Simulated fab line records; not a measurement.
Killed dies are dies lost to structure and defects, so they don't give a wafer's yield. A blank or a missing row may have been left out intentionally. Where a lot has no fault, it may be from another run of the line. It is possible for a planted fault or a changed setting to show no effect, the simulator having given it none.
Chamber matching    flow nand harc    4 sister chambers for NHARC_A_STAIRCASE_DESCUM_219 on rie diel-03
The step chemistry O2, time 3 s. 8 wafers are shown with their chamber, then 10 later ones without.

WAFERS PAIRED WITH THEIR CHAMBERS
wafer   chamber  drypump motor current A (A)  showerhead plenum p Torr (Torr)
L083.3  0        5.6                          1.78
L084.5  0        5.7                          1.78
L084.6  1        6.1                          2.08
L087.2  2        6.1                          2.04
L087.4  1        6.1                          2.07
L087.5  3        6.7                          2.06
L090.1  3        6.6                          2.05
L090.4  2        6.0                          2.04

WAFERS WITH NO CHAMBER GIVEN
wafer   drypump motor current A (A)  showerhead plenum p Torr (Torr)
L090.5  6.7                          2.05
L092.1  6.0                          2.04
L092.4  5.6                          1.78
L092.5  6.6                          2.05
L095.2  6.6                          2.05
L095.3  5.7                          1.77
L095.6  6.1                          2.04
L097.3  6.6                          2.05
L097.4  6.1                          2.04
L097.6  6.6                          2.05

EACH ONE'S CHAMBER
wafer   from the rows above  in truth
L090.5  3                    3
L092.1  2                    2
L092.4  0                    0
L092.5  3                    3
L095.2  3                    3
L095.3  0                    0
L095.6  2                    2
L097.3  3                    3
L097.4  2                    2
L097.6  3                    3
10 of 10 placed correctly. From these rows, 0 cannot be placed. 0 placed wrongly.
How it was worked out, from the rows above alone: a wafer's distance from a chamber is the root of the sum, over the readings, of the square of ((its reading less the chamber's mean) divided by the reading's scatter). The wafer belongs to the nearest chamber; if the next one is less than 2 further off, it can't be placed. A chamber's mean is the mean of its shown wafers. The scatter: the root of (the sum of the squares of (reading less its chamber's mean) over the shown wafers, divided by (wafers less chambers)).
